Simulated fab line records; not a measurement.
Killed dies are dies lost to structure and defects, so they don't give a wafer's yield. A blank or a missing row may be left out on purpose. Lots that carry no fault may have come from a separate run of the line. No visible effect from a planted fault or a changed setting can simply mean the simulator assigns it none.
Split-lot study :: flow n5_finfet :: route with 1938 steps; 7 lots, 39 wafers read

THE SPLIT
At N5_SD_EPI_P_EPI_21 (deposits SiGe:B, time 355 s), the setting epi_growth_time_s was moved away from the recipe's 355 s on 15 of the 39 wafers read, by -9.9% to +9.5%. The other wafers ran this setting at the recipe's value.

FROM THE SPLIT TO THE READING: what the file shows between them, 5 steps
- N5_SD_EPI_P_EPI_MEAS_23
- N5_SD_EPI_P_HM_STRIP_48: strips SiNx in H3PO4, material SiNx, target depth 3 nm
- N5_SD_EPI_P_SRD_49: time 30 s
- N5_SD_ACTIVATION_RTA_00: time 0 s
- N5_SD_ACTIVATION_LSA_01: time 0.0008 s

THE READING
RS_SD_P, in ohm/sq, at N5_SD_ACTIVATION_RS_MEAS_03 (measures by four-point-probe). A value of 56.1 ohm/sq with a standard deviation of 0.95 ohm/sq is what fault-free wafers of this fab line usually give.

wafer: L075.1
tool, chamber at the split: epi_rpcvd-01, 0
epi_growth_time_s as run, s: 335.8
against the recipe: -5.4%
RS_SD_P, ohm/sq: 57.8
against lot-mates on the recipe: +1.5

wafer: L075.2
tool, chamber at the split: epi_rpcvd-01, 0
epi_growth_time_s as run, s: 355
against the recipe: recipe
RS_SD_P, ohm/sq: 56.6
against lot-mates on the recipe: -

wafer: L075.3
tool, chamber at the split: epi_rpcvd-01, 0
epi_growth_time_s as run, s: 355
against the recipe: recipe
RS_SD_P, ohm/sq: 57.2
against lot-mates on the recipe: -

wafer: L075.4
tool, chamber at the split: epi_rpcvd-01, 0
epi_growth_time_s as run, s: 335.8
against the recipe: -5.4%
RS_SD_P, ohm/sq: 57.2
against lot-mates on the recipe: +0.9

wafer: L075.5
tool, chamber at the split: epi_rpcvd-01, 0
epi_growth_time_s as run, s: 335.8
against the recipe: -5.4%
RS_SD_P, ohm/sq: 58.6
against lot-mates on the recipe: +2.3

wafer: L075.6
tool, chamber at the split: epi_rpcvd-01, 0
epi_growth_time_s as run, s: 355
against the recipe: recipe
RS_SD_P, ohm/sq: 55.2
against lot-mates on the recipe: -

wafer: L081.1
tool, chamber at the split: epi_rpcvd-04, 0
epi_growth_time_s as run, s: 355
against the recipe: recipe
RS_SD_P, ohm/sq: 57.6
against lot-mates on the recipe: -

wafer: L081.2
tool, chamber at the split: epi_rpcvd-04, 0
epi_growth_time_s as run, s: 355
against the recipe: recipe
RS_SD_P, ohm/sq: 56.7
against lot-mates on the recipe: -

wafer: L081.3
tool, chamber at the split: epi_rpcvd-04, 0
epi_growth_time_s as run, s: 388.7
against the recipe: +9.5%
RS_SD_P, ohm/sq: 53.5
against lot-mates on the recipe: -3.5

wafer: L081.4
tool, chamber at the split: epi_rpcvd-04, 0
epi_growth_time_s as run, s: 388.7
against the recipe: +9.5%
RS_SD_P, ohm/sq: 54.1
against lot-mates on the recipe: -2.9

wafer: L081.5
tool, chamber at the split: epi_rpcvd-04, 0
epi_growth_time_s as run, s: 388.7
against the recipe: +9.5%
RS_SD_P, ohm/sq: 53.9
against lot-mates on the recipe: -3.1

wafer: L081.6
tool, chamber at the split: epi_rpcvd-04, 0
epi_growth_time_s as run, s: 355
against the recipe: recipe
RS_SD_P, ohm/sq: 56.7
against lot-mates on the recipe: -

wafer: L082.1
tool, chamber at the split: epi_rpcvd-04, 0
epi_growth_time_s as run, s: 355
against the recipe: recipe
RS_SD_P, ohm/sq: 56.5
against lot-mates on the recipe: -

wafer: L082.2
tool, chamber at the split: epi_rpcvd-04, 0
epi_growth_time_s as run, s: 319.7
against the recipe: -9.9%
RS_SD_P, ohm/sq: 59.8
against lot-mates on the recipe: +3.6

wafer: L082.3
tool, chamber at the split: epi_rpcvd-04, 0
epi_growth_time_s as run, s: 319.7
against the recipe: -9.9%
RS_SD_P, ohm/sq: 59.9
against lot-mates on the recipe: +3.7

wafer: L082.4
tool, chamber at the split: epi_rpcvd-04, 0
epi_growth_time_s as run, s: 319.7
against the recipe: -9.9%
RS_SD_P, ohm/sq: 60.0
against lot-mates on the recipe: +3.8

wafer: L082.5
tool, chamber at the split: epi_rpcvd-04, 0
epi_growth_time_s as run, s: 355
against the recipe: recipe
RS_SD_P, ohm/sq: 56.1
against lot-mates on the recipe: -

wafer: L082.6
tool, chamber at the split: epi_rpcvd-04, 0
epi_growth_time_s as run, s: 355
against the recipe: recipe
RS_SD_P, ohm/sq: 56.1
against lot-mates on the recipe: -

wafer: L083.1
tool, chamber at the split: epi_rpcvd-03, 0
epi_growth_time_s as run, s: 355
against the recipe: recipe
RS_SD_P, ohm/sq: 57.1
against lot-mates on the recipe: -

wafer: L083.2
tool, chamber at the split: epi_rpcvd-03, 0
epi_growth_time_s as run, s: 376.3
against the recipe: +6.0%
RS_SD_P, ohm/sq: 54.7
against lot-mates on the recipe: -2.3

wafer: L083.3
tool, chamber at the split: epi_rpcvd-03, 0
epi_growth_time_s as run, s: 355
against the recipe: recipe
RS_SD_P, ohm/sq: 57.2
against lot-mates on the recipe: -

wafer: L083.4
tool, chamber at the split: epi_rpcvd-03, 0
epi_growth_time_s as run, s: 376.3
against the recipe: +6.0%
RS_SD_P, ohm/sq: 54.9
against lot-mates on the recipe: -2.1

wafer: L083.5
tool, chamber at the split: epi_rpcvd-03, 0
epi_growth_time_s as run, s: 355
against the recipe: recipe
RS_SD_P, ohm/sq: 56.8
against lot-mates on the recipe: -

wafer: L083.6
tool, chamber at the split: epi_rpcvd-03, 0
epi_growth_time_s as run, s: 376.3
against the recipe: +6.0%
RS_SD_P, ohm/sq: 55.2
against lot-mates on the recipe: -1.8

wafer: L087.2
tool, chamber at the split: epi_rpcvd-03, 0
epi_growth_time_s as run, s: 355
against the recipe: recipe
RS_SD_P, ohm/sq: 55.4
against lot-mates on the recipe: -

wafer: L087.3
tool, chamber at the split: epi_rpcvd-03, 0
epi_growth_time_s as run, s: 355
against the recipe: recipe
RS_SD_P, ohm/sq: 55.0
against lot-mates on the recipe: -

wafer: L087.4
tool, chamber at the split: epi_rpcvd-03, 0
epi_growth_time_s as run, s: 355
against the recipe: recipe
RS_SD_P, ohm/sq: 55.0
against lot-mates on the recipe: -

wafer: L088.1
tool, chamber at the split: epi_rpcvd-01, 0
epi_growth_time_s as run, s: 381.1
against the recipe: +7.4%
RS_SD_P, ohm/sq: 52.2
against lot-mates on the recipe: -3.8

wafer: L088.2
tool, chamber at the split: epi_rpcvd-01, 0
epi_growth_time_s as run, s: 355
against the recipe: recipe
RS_SD_P, ohm/sq: 55.7
against lot-mates on the recipe: -

wafer: L088.3
tool, chamber at the split: epi_rpcvd-01, 0
epi_growth_time_s as run, s: 355
against the recipe: recipe
RS_SD_P, ohm/sq: 56.0
against lot-mates on the recipe: -

wafer: L088.4
tool, chamber at the split: epi_rpcvd-01, 0
epi_growth_time_s as run, s: 381.1
against the recipe: +7.4%
RS_SD_P, ohm/sq: 53.0
against lot-mates on the recipe: -3.0

wafer: L088.5
tool, chamber at the split: epi_rpcvd-01, 0
epi_growth_time_s as run, s: 381.1
against the recipe: +7.4%
RS_SD_P, ohm/sq: 52.8
against lot-mates on the recipe: -3.2

wafer: L088.6
tool, chamber at the split: epi_rpcvd-01, 0
epi_growth_time_s as run, s: 355
against the recipe: recipe
RS_SD_P, ohm/sq: 56.4
against lot-mates on the recipe: -

wafer: L090.1
tool, chamber at the split: epi_rpcvd-01, 0
epi_growth_time_s as run, s: 355
against the recipe: recipe
RS_SD_P, ohm/sq: 56.7
against lot-mates on the recipe: -

wafer: L090.2
tool, chamber at the split: epi_rpcvd-01, 0
epi_growth_time_s as run, s: 355
against the recipe: recipe
RS_SD_P, ohm/sq: 57.1
against lot-mates on the recipe: -

wafer: L090.3
tool, chamber at the split: epi_rpcvd-01, 0
epi_growth_time_s as run, s: 355
against the recipe: recipe
RS_SD_P, ohm/sq: 57.2
against lot-mates on the recipe: -

wafer: L090.4
tool, chamber at the split: epi_rpcvd-01, 0
epi_growth_time_s as run, s: 355
against the recipe: recipe
RS_SD_P, ohm/sq: 57.1
against lot-mates on the recipe: -

wafer: L090.5
tool, chamber at the split: epi_rpcvd-01, 0
epi_growth_time_s as run, s: 355
against the recipe: recipe
RS_SD_P, ohm/sq: 57.5
against lot-mates on the recipe: -

wafer: L090.6
tool, chamber at the split: epi_rpcvd-01, 0
epi_growth_time_s as run, s: 355
against the recipe: recipe
RS_SD_P, ohm/sq: 57.3
against lot-mates on the recipe: -

FIT RESULTS
A straight line over all 39 wafers: RS_SD_P changes by -0.336 ohm/sq for each +1% of epi_growth_time_s; r = -0.90; the points scatter about the line by 0.8 ohm/sq.
The same after taking each lot's own level away (the mean of its wafers on the recipe; 39 wafers): -0.362 ohm/sq for each +1%; r = -0.97; scatter 0.45 ohm/sq.
Per that fit: largest epi_growth_time_s move, reading shift of 3.6 ohm/sq.
Measured against the standard deviation above, the lots' own levels, which go from 55.13 to 57.15 ohm/sq, span 2.1 times it.
So the lot-to-lot level changes the slope little: the two slopes agree.
Check: with one of the wafers moved furthest among these (-9.9%) left out of the fit, the line predicts +3.55 ohm/sq for it against its lot-mates. Against them it came out at +3.57 ohm/sq.

OTHER SPLITS ON THESE WAFERS
Before the reading, these wafers also passed through other splits. Each is held against what the fit with the lots' levels taken away leaves over:
other split on the same wafers: N5_WELL_APT_IMPLANT_14 energy_kev
wafers away from the commonest value: 12
r with RS_SD_P (lot level and that fit taken away): +0.13

other split on the same wafers: N5_DUMMY_GATE_ETCH_31 target_depth_a
wafers away from the commonest value: 18
r with RS_SD_P (lot level and that fit taken away): -0.07

other split on the same wafers: N5_SD_EPI_N_LINER_46 target_thk_a
wafers away from the commonest value: 15
r with RS_SD_P (lot level and that fit taken away): +0.20

other split on the same wafers: N5_SD_EPI_P_ETCH_36 bias_w
wafers away from the commonest value: 18
r with RS_SD_P (lot level and that fit taken away): -0.03

THE WHOLE CHAIN: every reading that the file lists as answering this split, in the file's order
step: N5_SD_EPI_P_EPI_21
what it does: deposits SiGe:B, time 355 s
reading: SiGe-B_of_SD_EPI_P_EPI_21.thk_nm (the simulator's own value, which no gauge read)
change (the file's fit): +0.408 nm for each +1% of the setting
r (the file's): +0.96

step: N5_SD_EPI_P_EPI_MEAS_23
what it does: 
reading: thk_nm
change (the file's fit): withheld for each +1% of the setting
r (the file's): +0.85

step: N5_SD_ACTIVATION_RS_MEAS_03
what it does: measures by four-point-probe
reading: RS_SD_P
change (the file's fit): -0.364 for each +1% of the setting
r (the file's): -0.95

FILE'S OWN FIT
RS_SD_P changes by -0.364 ohm/sq for each +1% of epi_growth_time_s, r = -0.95.
